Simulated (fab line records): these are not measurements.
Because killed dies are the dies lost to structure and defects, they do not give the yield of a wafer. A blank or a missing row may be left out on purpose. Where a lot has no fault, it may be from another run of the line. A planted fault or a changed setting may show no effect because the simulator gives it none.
fab line records	flow n5-finfet
record lots=24	wafers=72	last-day=18
route steps=1938 shown GATE_CUT@470 MOL_CONTACT_COAG@527
lots untouched by any fault: they come from a run of this same line in which no faults occurred
start-h: hours from the record's opening day to when the first of the lot's shown wafers began	wait-h: time in hours since the lot's previous step	" identical to the entry in the row above	L1.1+2: a row that stands for several wafers	- no value, or no start was given	* or withheld: withheld	< > ~ a bound
route shown NAME@n: a module of which the file shows steps, and the number in the route of the first	usual: mean/standard deviation taken from wafers without a fault	same: alike in all rows	chamber/n: place in a boat	sites: the reading at each site	_std_site: how widely they spread, as a standard deviation	_edge_site: inner sites' mean taken away from outer sites' mean	radius-mm: how far each site lies from the wafer's centre	mask NAME#n: copy n	behind: the most recent tool/chamber to have shaped the wafer	hold: why the lot was held/for how many hours/how that ended	device: names the non-switching transistor (n, p or np)	end of line: tests run on the same wafers once the route is complete	where a step has no rows: the recipe by itself	killed: not the wafer's yield, but the dies lost to structure and defects at the first sort	map: shows each die of a wafer: x if killed, . if not, _ if none is there
set.NAME: the run value of the setting; set.NAME@STEP: its run value at that earlier step	model.NAME: the simulator's own value behind a step, which no gauge read
the route's steps for a sample of lots (tables are steps, rows are wafers)
services: when a tool's chamber went out of use (start-h, in hours from the record's first day, below 0 if earlier), for how many hours, and the reason
## steps
# step N5_GATE_CUT_STRIP_59
# recipe chemistry=N2/H2	time-s=20	power-w=100	temp-c=40	pressure-mtorr=100	rf-frequency-hz=6e+07	bias-power-w=3	n2-flow-sccm=300	h2-flow-sccm=300
# usual drypump-motor-current-A=5.6/0.38	n2-flow-sccm=300.1/0.92	oes-product-au=0.79/0.081	rf-vpp-V=45.4/0.86	showerhead-plenum-p-Torr=3.41/0.12	throttle-valve-pct=12.28/0.21
lot.wafer	tool	chamber	start-h	wait-h	drypump-motor-current-A	n2-flow-sccm	oes-product-au	rf-hours-counter-h	rf-vpp-V	showerhead-plenum-p-Torr	throttle-valve-pct
L074.1	rie-diel-02	1	80.25	0.1	6.0	300.9	0.75	166	46.4	3.34	12.29
L074.5	"	2	"	"	5.8	302.2	0.68	-	43.9	3.31	12.26
L074.6	"	3	"	"	5.7	301.2	0.92	-	44.5	3.60	12.41
L075.3	rie-diel-02	0	87.60	0.1	4.8	301.3	0.71	202	45.3	3.37	12.61
L075.4	"	1	"	"	6.0	301.5	0.75	169	45.4	3.34	12.30
L075.6	"	0	"	"	4.8	298.6	0.71	-	45.3	3.37	12.61
L076.1	rie-diel-02	0	94.43	0.1	4.8	301.3	0.71	204	46.2	3.37	12.63
L076.3	"	2	"	"	5.8	301.0	0.68	248	46.0	3.31	12.28
L076.5	"	2	"	"	5.8	299.6	0.68	-	45.3	3.31	12.27
L077.1	rie-diel-02	0	97.25	0.1	4.8	299.7	0.71	205	45.2	3.37	12.61
L077.4	"	1	"	"	6.0	300.5	0.74	172	44.6	3.34	12.30
L077.5	"	1	"	"	6.0	299.1	0.74	-	45.6	3.34	12.31
L078.1	rie-diel-06	2	104.68	0.1	6.1	300.5	0.80	106	44.3	3.41	12.21
L078.3	"	1	"	"	5.4	300.8	0.88	42	44.8	3.30	12.20
L078.5	"	1	"	"	5.4	300.6	0.88	-	44.0	3.30	12.21
L079.2	rie-diel-04	1	114.00	0.1	5.0	300.0	0.70	207	46.5	3.34	12.42
L079.3	"	3	"	"	5.4	299.6	0.74	178	46.6	3.51	12.36
L079.6	"	0	"	"	5.6	297.7	0.87	-	44.5	3.31	12.00
L080.3	rie-diel-06	0	116.44	0.1	5.6	301.4	0.76	138	45.6	3.54	12.31
L080.5	"	2	"	"	6.1	301.5	0.79	-	44.6	3.41	12.25
L080.6	"	3	"	"	5.2	298.4	0.89	-	46.8	3.61	11.97
L081.1	rie-diel-06	2	122.85	0.1	6.1	301.2	0.79	112	44.0	3.40	12.23
L081.3	"	3	"	"	5.2	300.5	0.89	28	45.6	3.61	11.98
L081.6	"	2	"	"	6.1	300.0	0.79	-	44.4	3.41	12.24
L082.1	rie-diel-06	2	130.11	0.1	6.1	298.9	0.78	113	47.2	3.40	12.25
L082.4	"	1	"	"	5.4	300.0	0.87	49	45.8	3.29	12.23
L082.5	"	3	"	"	5.2	299.5	0.88	-	45.4	3.61	11.97
L083.1	rie-diel-06	0	135.02	0.1	5.6	301.1	0.77	143	45.2	3.54	12.36
L083.2	"	1	"	"	5.4	299.9	0.88	51	45.5	3.29	12.24
L083.3	"	2	"	"	6.1	299.6	0.78	115	46.8	3.40	12.23
L084.2	rie-diel-02	3	146.26	0.1	5.7	300.3	0.90	30	45.5	3.59	12.47
L084.4	"	1	"	"	6.0	300.9	0.73	191	45.8	3.33	12.36
L084.5	"	2	"	"	5.8	300.1	0.98	-	44.3	3.30	11.66
L085.1	rie-diel-06	2	146.75	0.1	6.1	300.4	0.77	119	45.8	3.40	12.27
L085.3	"	0	"	"	5.6	299.4	0.75	145	46.1	3.54	12.36
L085.6	"	2	"	"	6.1	300.2	0.77	-	45.5	3.40	12.28
L086.1	rie-diel-04	2	156.49	0.1	5.7	301.3	0.73	156	44.8	3.22	12.17
L086.3	"	3	"	"	5.4	300.8	0.73	189	44.0	3.50	12.39
L086.4	"	1	"	"	5.0	300.5	0.68	218	45.1	3.34	12.46
L087.1	rie-diel-02	2	162.15	0.1	5.8	300.7	0.95	8	45.8	3.30	11.67
L087.2	"	0	"	"	4.8	299.6	0.68	228	45.0	3.35	12.69
L087.5	"	0	"	"	4.8	301.5	0.69	-	45.3	3.35	12.67
L088.3	rie-diel-06	2	163.12	0.1	6.1	300.2	0.78	124	44.5	3.40	12.27
L088.4	"	1	"	"	5.4	299.0	0.85	57	45.0	3.29	12.24
L088.5	"	1	"	"	5.4	300.2	0.84	-	46.2	3.29	12.26
L089.2	rie-diel-04	1	170.41	0.1	5.0	299.3	0.69	222	46.4	3.33	12.48
L089.3	"	0	"	"	5.6	299.1	0.85	49	45.3	3.30	12.02
L089.5	"	3	"	"	5.4	301.0	0.73	-	44.4	3.50	12.39
L090.2	rie-diel-02	2	178.75	0.1	5.8	299.0	0.95	14	45.5	3.30	11.69
L090.5	"	1	"	"	6.0	301.0	0.72	-	45.2	3.32	12.39
L090.6	"	0	"	"	4.7	299.8	0.69	-	44.0	3.35	12.70
L091.2	rie-diel-04	0	183.32	0.1	5.7	300.9	0.85	53	44.5	3.30	12.04
L091.5	"	2	"	"	5.7	300.0	0.72	-	44.5	3.22	12.20
L091.6	"	3	"	"	5.4	299.7	0.71	-	47.5	3.50	12.40
L092.1	rie-diel-06	1	189.11	0.1	5.4	300.5	0.84	66	46.4	3.28	12.28
L092.2	"	0	"	"	5.6	300.9	0.75	160	46.3	3.53	12.39
L092.5	"	0	"	"	5.6	299.4	0.75	-	44.1	3.53	12.39
L093.3	rie-diel-04	2	196.22	0.1	5.7	300.0	0.72	169	44.9	3.22	12.20
L093.4	"	3	"	"	5.4	300.1	0.71	201	44.5	3.49	12.40
L093.6	"	2	"	"	5.7	299.2	0.72	-	45.0	3.22	12.20
L094.3	rie-diel-06	3	204.03	0.1	5.2	300.2	0.86	45	45.9	3.60	12.01
L094.4	"	2	"	"	6.1	300.1	0.76	135	45.3	3.39	12.30
L094.5	"	0	"	"	5.6	299.6	0.74	-	44.3	3.53	12.40
L095.1	rie-diel-02	0	209.18	0.1	4.8	299.2	0.68	242	46.0	3.35	12.73
L095.4	"	1	"	"	6.0	298.4	0.72	211	45.7	3.32	12.39
L095.6	"	0	"	"	4.8	300.6	0.68	-	45.0	3.35	12.70
L096.2	rie-diel-04	3	212.57	0.1	5.4	301.8	0.71	206	44.4	3.49	12.44
L096.3	"	0	"	"	5.6	300.3	0.84	63	43.4	3.29	12.08
L096.4	"	1	"	"	5.0	301.6	0.67	236	45.2	3.33	12.51
L097.1	rie-diel-06	0	223.32	0.1	5.6	299.1	0.73	168	46.3	3.53	12.39
L097.3	"	2	"	"	6.1	300.4	0.77	141	45.8	3.39	12.31
L097.6	"	0	"	"	5.6	299.3	0.74	-	45.7	3.53	12.41
# step N5_GATE_CUT_INSPECT_15
# recipe mode=adi	inspect-instrument=brightfield
# usual raw-defect-count=129/39
lot.wafer	tool	chamber	start-h	wait-h	raw-defect-count
L074.1	defect-inspect-02	-	83.67	0.1	107
L074.5	"	-	"	"	147
L074.6	"	-	"	"	136
L075.3	defect-inspect-02	-	90.84	0.0	99
L075.4	"	-	"	"	175
L075.6	"	-	"	"	140
L076.1	defect-inspect-01	-	97.82	0.1	141
L076.3	"	-	"	"	94
L076.5	"	-	"	"	160
L077.1	defect-inspect-01	-	101.36	0.1	124
L077.4	"	-	"	"	157
L077.5	"	-	"	"	169
L078.1	defect-inspect-01	-	108.05	0.1	108
L078.3	"	-	"	"	95
L078.5	"	-	"	"	107
L079.2	defect-inspect-02	-	117.38	0.0	97
L079.3	"	-	"	"	142
L079.6	"	-	"	"	85
L080.3	defect-inspect-02	-	119.84	0.0	78
L080.5	"	-	"	"	98
L080.6	"	-	"	"	115
L081.1	defect-inspect-02	-	126.11	0.1	122
L081.3	"	-	"	"	115
L081.6	"	-	"	"	145
L082.1	defect-inspect-02	-	133.50	0.1	135
L082.4	"	-	"	"	112
L082.5	"	-	"	"	134
L083.1	defect-inspect-01	-	138.65	0.1	133
L083.2	"	-	"	"	168
L083.3	"	-	"	"	119
L084.2	defect-inspect-02	-	149.56	0.0	231
L084.4	"	-	"	"	144
L084.5	"	-	"	"	193
L085.1	defect-inspect-01	-	151.49	0.1	241
L085.3	"	-	"	"	126
L085.6	"	-	"	"	185
L086.1	defect-inspect-02	-	159.86	0.1	102
L086.3	"	-	"	"	104
L086.4	"	-	"	"	127
L087.1	defect-inspect-02	-	165.39	0.1	67
L087.2	"	-	"	"	92
L087.5	"	-	"	"	70
L088.3	defect-inspect-02	-	166.36	0.0	84
L088.4	"	-	"	"	92
L088.5	"	-	"	"	131
L089.2	defect-inspect-01	-	173.79	0.0	141
L089.3	"	-	"	"	151
L089.5	"	-	"	"	206
L090.2	defect-inspect-02	-	182.02	0.0	211
L090.5	"	-	"	"	127
L090.6	"	-	"	"	182
L091.2	defect-inspect-02	-	187.45	0.0	88
L091.5	"	-	"	"	125
L091.6	"	-	"	"	76
L092.1	defect-inspect-01	-	193.37	0.1	208
L092.2	"	-	"	"	94
L092.5	"	-	"	"	92
L093.3	defect-inspect-02	-	199.59	0.0	55
L093.4	"	-	"	"	75
L093.6	"	-	"	"	97
L094.3	defect-inspect-01	-	207.54	0.0	177
L094.4	"	-	"	"	132
L094.5	"	-	"	"	126
L095.1	defect-inspect-01	-	212.59	0.1	98
L095.4	"	-	"	"	86
L095.6	"	-	"	"	122
L096.2	defect-inspect-01	-	217.15	0.0	132
L096.3	"	-	"	"	132
L096.4	"	-	"	"	159
L097.1	defect-inspect-02	-	226.59	0.1	143
L097.3	"	-	"	"	236
L097.6	"	-	"	"	128
# step N5_GATE_CUT_INSPECT_26
# recipe inspect-instrument=darkfield	mode=post-cmp
# usual raw-defect-count=44/19
lot.wafer	tool	chamber	start-h	wait-h	raw-defect-count
L074.1	defect-inspect-01	-	87.07	0.0	80
L074.5	"	-	"	"	36
L074.6	"	-	"	"	40
L075.3	defect-inspect-01	-	94.68	0.0	25
L075.4	"	-	"	"	55
L075.6	"	-	"	"	43
L076.1	defect-inspect-01	-	102.74	0.0	50
L076.3	"	-	"	"	93
L076.5	"	-	"	"	47
L077.1	defect-inspect-01	-	104.82	0.0	40
L077.4	"	-	"	"	50
L077.5	"	-	"	"	50
L078.1	defect-inspect-01	-	111.45	0.0	74
L078.3	"	-	"	"	43
L078.5	"	-	"	"	35
L079.2	defect-inspect-02	-	121.13	0.0	39
L079.3	"	-	"	"	38
L079.6	"	-	"	"	50
L080.3	defect-inspect-01	-	123.25	0.0	78
L080.5	"	-	"	"	28
L080.6	"	-	"	"	65
L081.1	defect-inspect-02	-	129.66	0.0	37
L081.3	"	-	"	"	28
L081.6	"	-	"	"	35
L082.1	defect-inspect-01	-	136.95	0.0	60
L082.4	"	-	"	"	55
L082.5	"	-	"	"	30
L083.1	defect-inspect-01	-	142.10	0.0	23
L083.2	"	-	"	"	57
L083.3	"	-	"	"	27
L084.2	defect-inspect-01	-	153.44	0.0	41
L084.4	"	-	"	"	51
L084.5	"	-	"	"	54
L085.1	defect-inspect-01	-	154.90	0.0	32
L085.3	"	-	"	"	45
L085.6	"	-	"	"	18
L086.1	defect-inspect-01	-	163.25	0.0	20
L086.3	"	-	"	"	33
L086.4	"	-	"	"	28
L087.1	defect-inspect-01	-	169.06	0.0	25
L087.2	"	-	"	"	43
L087.5	"	-	"	"	71
L088.3	defect-inspect-01	-	170.16	0.0	33
L088.4	"	-	"	"	29
L088.5	"	-	"	"	37
L089.2	defect-inspect-02	-	177.35	0.0	33
L089.3	"	-	"	"	55
L089.5	"	-	"	"	34
L090.2	defect-inspect-02	-	185.42	0.0	26
L090.5	"	-	"	"	70
L090.6	"	-	"	"	55
L091.2	defect-inspect-02	-	191.29	0.0	48
L091.5	"	-	"	"	34
L091.6	"	-	"	"	63
L092.1	defect-inspect-01	-	196.77	0.0	53
L092.2	"	-	"	"	99
L092.5	"	-	"	"	103
L093.3	defect-inspect-02	-	203.15	0.0	31
L093.4	"	-	"	"	32
L093.6	"	-	"	"	58
L094.3	defect-inspect-01	-	211.01	0.0	31
L094.4	"	-	"	"	36
L094.5	"	-	"	"	39
L095.1	defect-inspect-02	-	217.44	0.0	33
L095.4	"	-	"	"	62
L095.6	"	-	"	"	30
L096.2	defect-inspect-01	-	220.55	0.0	17
L096.3	"	-	"	"	17
L096.4	"	-	"	"	34
L097.1	defect-inspect-02	-	230.12	0.0	18
L097.3	"	-	"	"	34
L097.6	"	-	"	"	32
# step N5_MOL_CONTACT_COAG_OVL_MEAS_09
# recipe points-per-wafer=522
# usual CA_OVL=0.1/0.71
lot.wafer	tool	chamber	start-h	wait-h	CA_OVL[nm]
L074.1	overlay-02	0	87.52	0.0	0.1
L074.5	"	0	"	"	0.8
L074.6	"	0	"	"	0.8
L075.3	overlay-02	0	95.02	0.0	0.1
L075.4	"	0	"	"	-1.2
L075.6	"	0	"	"	-1.2
L076.1	overlay-01	0	103.06	0.0	-0.2
L076.3	"	0	"	"	-0.3
L076.5	"	0	"	"	-0.5
L077.1	overlay-01	0	105.28	0.0	0.0
L077.4	"	0	"	"	0.9
L077.5	"	0	"	"	-0.6
L078.1	overlay-01	0	111.78	0.0	0.0
L078.3	"	0	"	"	-0.1
L078.5	"	0	"	"	0.1
L079.2	overlay-02	0	121.46	0.0	-0.4
L079.3	"	0	"	"	0.6
L079.6	"	0	"	"	-1.1
L080.3	overlay-02	0	123.72	0.0	0.2
L080.5	"	0	"	"	0.7
L080.6	"	0	"	"	2.4
L081.1	overlay-01	0	130.01	0.0	-0.6
L081.3	"	0	"	"	0.5
L081.6	"	0	"	"	0.7
L082.1	overlay-01	0	137.27	0.0	-0.1
L082.4	"	0	"	"	0.9
L082.5	"	0	"	"	0.2
L083.1	overlay-01	0	142.43	0.0	0.4
L083.2	"	0	"	"	0.5
L083.3	"	0	"	"	-0.8
L084.2	overlay-01	0	153.90	0.0	0.0
L084.4	"	0	"	"	-0.8
L084.5	"	0	"	"	-0.6
L085.1	overlay-01	0	155.23	0.0	0.8
L085.3	"	0	"	"	0.7
L085.6	"	0	"	"	1.8
L086.1	overlay-02	0	163.71	0.0	0.2
L086.3	"	0	"	"	0.5
L086.4	"	0	"	"	-0.1
L087.1	overlay-01	0	169.39	0.0	-1.5
L087.2	"	0	"	"	0.0
L087.5	"	0	"	"	-0.5
L088.3	overlay-02	0	170.50	0.0	-0.8
L088.4	"	0	"	"	0.7
L088.5	"	0	"	"	-1.0
L089.2	overlay-01	0	177.69	0.0	1.0
L089.3	"	0	"	"	-0.4
L089.5	"	0	"	"	-1.3
L090.2	overlay-02	0	185.75	0.0	-0.3
L090.5	"	0	"	"	0.3
L090.6	"	0	"	"	-0.4
L091.2	overlay-01	0	191.74	0.0	0.3
L091.5	"	0	"	"	-0.4
L091.6	"	0	"	"	0.1
L092.1	overlay-02	0	197.10	0.0	0.4
L092.2	"	0	"	"	-0.2
L092.5	"	0	"	"	-1.2
L093.3	overlay-02	0	203.49	0.0	-0.2
L093.4	"	0	"	"	0.5
L093.6	"	0	"	"	0.0
L094.3	overlay-01	0	211.48	0.0	0.2
L094.4	"	0	"	"	-0.5
L094.5	"	0	"	"	-1.0
L095.1	overlay-02	0	217.78	0.0	0.3
L095.4	"	0	"	"	-0.7
L095.6	"	0	"	"	-1.4
L096.2	overlay-01	0	221.01	0.0	-0.2
L096.3	"	0	"	"	0.0
L096.4	"	0	"	"	0.7
L097.1	overlay-02	0	230.58	0.0	1.2
L097.3	"	0	"	"	0.5
L097.6	"	0	"	"	0.3
# step N5_MOL_CONTACT_COAG_CMP_28
# recipe stop-on=SiNx	t-overpolish-s=0.85	post-cmp-clean=alkaline-brush	down-force-psi=4.15	platen-rpm=51.8	pad-velocity-m-s=1.0307	target-thk-nm=14.522
# usual motor-current-A=12.2/1.4	slurry-flow-ml-min=150.0/0.43	time-to-endpoint-s=3.8/2.5
lot.wafer	tool	chamber	start-h	wait-h	motor-current-A	slurry-flow-ml-min	time-to-endpoint-s
L074.1	cmp-01	0	95.35	0.8	12.3	150.5	7.7
L074.6	"	0	"	"	12.5	150.7	4.9
L074.5	"	1	"	"	10.9	149.7	8.4
L075.4	cmp-02	2	103.35	0.8	13.6	149.8	1.6
L075.3	"	0	"	"	10.7	149.4	3.5
L075.6	"	2	"	"	13.4	150.3	0.0
L076.3	cmp-02	3	112.62	0.8	11.7	150.0	2.4
L076.1	"	2	"	"	14.2	150.0	2.8
L076.5	"	0	"	"	11.5	150.2	5.0
L077.4	cmp-03	1	117.04	0.9	11.6	150.4	2.6
L077.1	"	2	"	"	15.8	150.4	0.6
L077.5	"	0	"	"	12.1	150.0	7.0
L078.3	cmp-03	0	121.30	0.8	11.2	149.8	6.7
L078.1	"	2	"	"	16.8	151.0	0.2
L078.5	"	0	"	"	11.5	150.1	3.4
L079.2	cmp-02	3	129.38	0.8	11.9	150.5	1.4
L079.3	"	0	"	"	11.7	150.0	3.6
L079.6	"	0	"	"	11.3	150.1	6.1
L080.3	cmp-01	0	133.29	0.8	12.5	149.7	3.9
L080.6	"	0	"	"	12.2	149.6	0.9
L080.5	"	1	"	"	11.2	150.1	6.6
L081.3	cmp-02	3	139.09	0.8	11.4	150.9	2.4
L081.1	"	2	"	"	13.9	149.3	1.9
L081.6	"	3	"	"	11.7	150.0	3.1
L082.4	cmp-02	3	147.33	0.8	11.7	149.9	0.3
L082.1	"	2	"	"	13.5	149.5	3.1
L082.5	"	3	"	"	11.2	149.9	3.4
L083.3	cmp-02	2	150.60	0.8	13.4	150.5	4.2
L083.2	"	3	"	"	11.5	150.4	4.0
L083.1	"	0	"	"	10.3	150.4	6.6
L084.4	cmp-03	1	164.71	0.0	11.5	150.4	4.1
L084.2	"	3	"	"	10.8	150.0	7.8
L084.5	"	2	"	"	16.0	150.3	2.0
L085.3	cmp-02	2	164.84	0.8	13.7	149.8	8.4
L085.1	"	0	"	"	11.7	149.5	7.7
L085.6	"	3	"	"	11.6	149.5	3.3
L086.4	cmp-01	2	172.24	0.0	11.2	150.4	2.1
L086.3	"	3	"	"	12.4	149.4	5.6
L086.1	"	0	"	"	12.9	150.5	3.6
L087.1	cmp-01	1	177.75	0.8	11.4	149.9	6.4
L087.2	"	2	"	"	10.8	150.7	1.1
L087.5	"	0	"	"	12.3	149.8	4.6
L088.4	cmp-03	3	181.67	0.9	10.7	150.0	6.6
L088.3	"	0	"	"	11.6	149.8	9.3
L088.5	"	1	"	"	11.7	151.0	6.3
L089.2	cmp-02	0	186.15	0.8	10.6	149.8	2.3
L089.3	"	2	"	"	14.0	149.6	3.4
L089.5	"	0	"	"	11.1	149.9	4.4
L090.2	cmp-01	0	195.41	0.9	12.0	150.4	1.8
L090.6	"	3	"	"	13.0	150.1	4.6
L090.5	"	0	"	"	13.1	149.9	2.6
L091.2	cmp-01	2	203.05	1.1	11.5	149.5	2.2
L091.5	"	3	"	"	13.2	149.7	3.1
L091.6	"	0	"	"	12.1	149.9	2.0
L092.1	cmp-03	1	205.73	0.8	11.5	150.0	4.2
L092.2	"	0	"	"	12.2	150.7	8.8
L092.5	"	2	"	"	14.9	149.5	2.6
L093.3	cmp-02	2	214.08	0.8	14.0	150.1	7.3
L093.4	"	3	"	"	11.2	149.4	6.5
L093.6	"	2	"	"	14.3	150.3	6.1
L094.3	cmp-03	3	219.52	0.8	11.2	149.8	4.6
L094.4	"	1	"	"	11.5	150.7	5.1
L094.5	"	2	"	"	16.1	150.2	4.3
L095.4	cmp-01	0	226.26	0.0	12.2	149.3	0.2
L095.1	"	3	"	"	13.9	149.7	1.1
L095.6	"	0	"	"	12.7	149.3	0.0
L096.2	cmp-01	1	230.38	0.9	10.7	149.5	5.8
L096.3	"	2	"	"	11.3	150.4	2.0
L096.4	"	3	"	"	12.3	150.0	3.0
L097.1	cmp-02	2	239.48	0.8	14.1	150.1	4.4
L097.3	"	3	"	"	11.0	149.9	3.9
L097.6	"	1	"	"	13.3	149.6	3.7
# step N5_MOL_CONTACT_COAG_STRIP_96
# recipe chemistry=N2/H2	power-w=500	temp-c=40	pressure-mtorr=50	rf-frequency-hz=6e+07	overash-fraction=0.3	bias-power-w=28	h2-frac=0.5	n2-flow-sccm=300	h2-flow-sccm=300
# usual drypump-motor-current-A=5.5/0.44	n2-flow-sccm=299.9/0.87	oes-product-au=0.80/0.1	rf-vpp-V=122.0/1.4	showerhead-plenum-p-Torr=3.37/0.12	throttle-valve-pct=18.8/0.67
lot.wafer	tool	chamber	start-h	wait-h	drypump-motor-current-A	n2-flow-sccm	oes-product-au	rf-hours-counter-h	rf-vpp-V	showerhead-plenum-p-Torr	throttle-valve-pct
L074.1	rie-diel-05	3	97.65	0.0	6.3	301.0	0.71	248	120.4	3.27	18.6
L074.5	"	1	"	"	5.6	300.0	0.81	-	123.6	3.25	18.8
L074.6	"	0	"	"	4.7	297.8	0.95	-	122.1	3.44	18.1
L075.3	rie-diel-05	0	105.31	0.0	4.7	299.2	0.94	11	124.1	3.44	18.1
L075.4	"	2	"	"	5.7	299.1	0.69	-	122.4	3.30	18.8
L075.6	"	1	"	"	5.5	298.6	0.82	-	121.4	3.24	18.8
L076.1	rie-diel-05	2	114.86	0.0	5.8	299.3	0.68	206	122.8	3.30	18.8
L076.3	"	0	"	"	4.7	300.5	0.93	16	120.8	3.44	18.1
L076.5	"	2	"	"	5.7	299.8	0.69	-	121.0	3.30	18.8
L077.1	rie-diel-01	3	119.94	0.0	5.6	298.8	0.79	83	123.1	3.38	18.1
L077.4	"	2	"	"	5.9	300.5	0.69	237	121.0	3.15	18.9
L077.5	"	1	"	"	5.0	300.9	0.69	-	122.4	3.48	20.1
L078.1	rie-diel-05	2	123.87	0.0	5.8	298.8	0.69	211	119.7	3.30	18.8
L078.3	"	0	"	"	4.7	300.5	0.92	20	121.1	3.44	18.1
L078.5	"	2	"	"	5.8	298.9	0.69	-	122.9	3.30	18.8
L079.2	rie-diel-03	0	131.51	0.0	5.5	300.1	0.75	168	121.7	3.22	19.7
L079.3	"	1	"	"	5.0	299.1	0.69	242	121.9	3.19	19.1
L079.6	"	3	"	"	5.4	300.3	0.82	-	122.5	3.51	18.2
L080.3	rie-diel-05	1	135.70	0.0	5.6	298.0	0.79	100	120.4	3.24	18.8
L080.5	"	1	"	"	5.6	299.4	0.80	-	121.2	3.24	18.8
L080.6	"	0	"	"	4.7	299.9	0.91	-	121.8	3.43	18.1
L081.1	rie-diel-01	3	141.20	0.0	5.6	299.2	0.79	92	123.5	3.38	18.1
L081.3	"	0	"	"	5.8	299.8	0.67	250	124.1	3.43	19.6
L081.6	"	1	"	"	5.1	298.8	0.70	-	123.4	3.48	20.1
L082.1	rie-diel-01	2	153.80	0.0	5.9	300.8	0.69	252	122.4	3.15	18.9
L082.4	"	1	"	"	5.0	299.6	0.69	-	122.7	3.48	20.1
L082.5	"	3	"	"	5.6	300.4	0.79	-	123.6	3.37	18.2
L083.1	rie-diel-05	3	153.82	0.0	6.4	297.9	0.95	13	122.0	3.26	18.1
L083.2	"	0	"	"	4.7	299.5	0.90	31	122.5	3.43	18.2
L083.3	"	2	"	"	5.8	299.6	0.67	222	122.6	3.29	18.9
L084.2	rie-diel-05	2	167.49	0.0	5.8	300.6	0.67	227	122.1	3.29	18.9
L084.4	"	3	"	"	6.3	299.0	0.92	19	120.6	3.26	18.1
L084.5	"	3	"	"	6.3	299.8	0.93	-	122.4	3.26	18.1
L085.1	rie-diel-01	0	167.89	0.0	5.8	302.2	0.95	4	121.5	3.42	19.2
L085.3	"	3	"	"	5.6	300.5	0.76	104	120.1	3.37	18.2
L085.6	"	1	"	"	5.0	301.1	0.67	-	122.9	3.47	20.1
L086.1	rie-diel-01	0	174.18	0.0	5.8	299.1	0.95	7	122.6	3.42	19.2
L086.3	"	1	"	"	5.1	300.2	0.68	221	121.6	3.47	20.1
L086.4	"	1	"	"	5.1	300.6	0.68	-	122.9	3.47	20.2
L087.1	rie-diel-01	3	180.30	0.0	5.6	299.7	0.78	111	120.2	3.37	18.2
L087.2	"	0	"	"	5.8	300.8	0.95	11	123.0	3.42	19.2
L087.5	"	3	"	"	5.6	299.0	0.77	-	123.4	3.37	18.2
L088.3	rie-diel-03	0	184.02	0.0	5.5	300.1	0.73	185	121.6	3.21	19.8
L088.4	"	2	"	"	6.0	300.0	0.88	40	122.5	3.53	18.1
L088.5	"	0	"	"	5.5	299.9	0.72	-	120.4	3.21	19.8
L089.2	rie-diel-05	1	190.40	0.0	5.6	298.9	0.78	120	122.3	3.23	18.8
L089.3	"	3	"	"	6.3	299.9	0.91	27	121.7	3.25	18.1
L089.5	"	1	"	"	5.6	299.1	0.78	-	121.4	3.23	18.8
L090.2	rie-diel-03	1	197.61	0.0	5.0	300.9	0.96	5	120.9	3.59	18.7
L090.5	"	2	"	"	6.0	299.7	0.87	-	121.6	3.52	18.1
L090.6	"	3	"	"	5.5	299.9	0.79	-	124.2	3.50	18.2
L091.2	rie-diel-01	1	205.16	0.0	5.1	299.5	0.66	233	124.1	3.47	20.1
L091.5	"	2	"	"	5.9	299.7	0.95	-	123.9	3.55	18.5
L091.6	"	1	"	"	5.1	298.8	0.67	-	122.6	3.46	20.1
L092.1	rie-diel-05	0	207.56	0.0	4.7	300.0	0.86	50	122.6	3.42	18.2
L092.2	"	2	"	"	5.7	298.7	0.66	240	120.8	3.28	18.9
L092.5	"	2	"	"	5.7	299.6	0.66	-	122.3	3.28	18.9
L093.3	rie-diel-01	3	216.56	0.0	5.6	300.7	0.76	123	122.1	3.36	18.2
L093.4	"	2	"	"	5.9	300.6	0.94	11	123.0	3.54	18.5
L093.6	"	2	"	"	5.9	300.1	0.94	-	123.4	3.54	18.5
L094.3	rie-diel-03	0	221.34	0.0	5.5	299.0	0.72	197	121.1	3.20	19.8
L094.4	"	2	"	"	6.0	298.5	0.86	52	122.0	3.52	18.1
L094.5	"	3	"	"	5.5	300.8	0.79	-	122.4	3.49	18.2
L095.1	rie-diel-03	3	228.77	0.0	5.4	300.2	0.79	102	122.1	3.49	18.2
L095.4	"	2	"	"	6.0	299.4	0.87	55	120.1	3.52	18.1
L095.6	"	0	"	"	5.6	300.5	0.73	-	118.4	3.20	19.8
L096.2	rie-diel-03	0	232.28	0.0	5.5	300.1	0.72	201	120.9	3.20	19.8
L096.3	"	2	"	"	6.0	299.6	0.85	56	122.7	3.52	18.1
L096.4	"	1	"	"	5.0	302.1	0.91	17	125.2	3.59	18.7
L097.1	rie-diel-05	2	241.73	0.0	5.8	301.0	0.66	253	121.8	3.27	18.9
L097.3	"	1	"	"	5.6	299.8	0.76	138	119.4	3.22	18.8
L097.6	"	1	"	"	5.6	298.5	0.77	-	118.9	3.22	18.8
## services
tool	chamber	start-h	hours	kind
rie-diel-03	-	57.49	2.8	pm
cmp-03	-	77.63	0.9	repair
rie-diel-05	2	79.97	7.6	repair
cmp-03	-	84.88	0.2	repair
rie-diel-01	3	91.95	1.8	repair
rie-diel-02	3	98.29	13.9	repair
rie-diel-02	-	99.37	0.4	repair
cmp-02	-	100.91	0.9	repair
rie-diel-03	3	102.94	20.2	repair
rie-diel-03	2	110.03	1.3	repair
cmp-01	-	113.30	4.0	pm
rie-diel-03	-	114.49	14.6	pm
cmp-01	-	119.88	1.6	repair
cmp-02	-	120.40	0.7	repair
rie-diel-01	3	120.80	2.2	repair
rie-diel-01	1	123.00	5.2	repair
cmp-02	-	133.65	3.4	pm
cmp-02	-	154.38	4.4	repair
rie-diel-06	3	176.37	19.3	repair
cmp-01	-	200.65	0.3	repair
cmp-01	-	203.69	1.4	repair
cmp-02	-	225.93	1.8	repair
cmp-02	-	229.14	4.0	pm
rie-diel-01	3	233.35	4.4	repair
## key
fault none
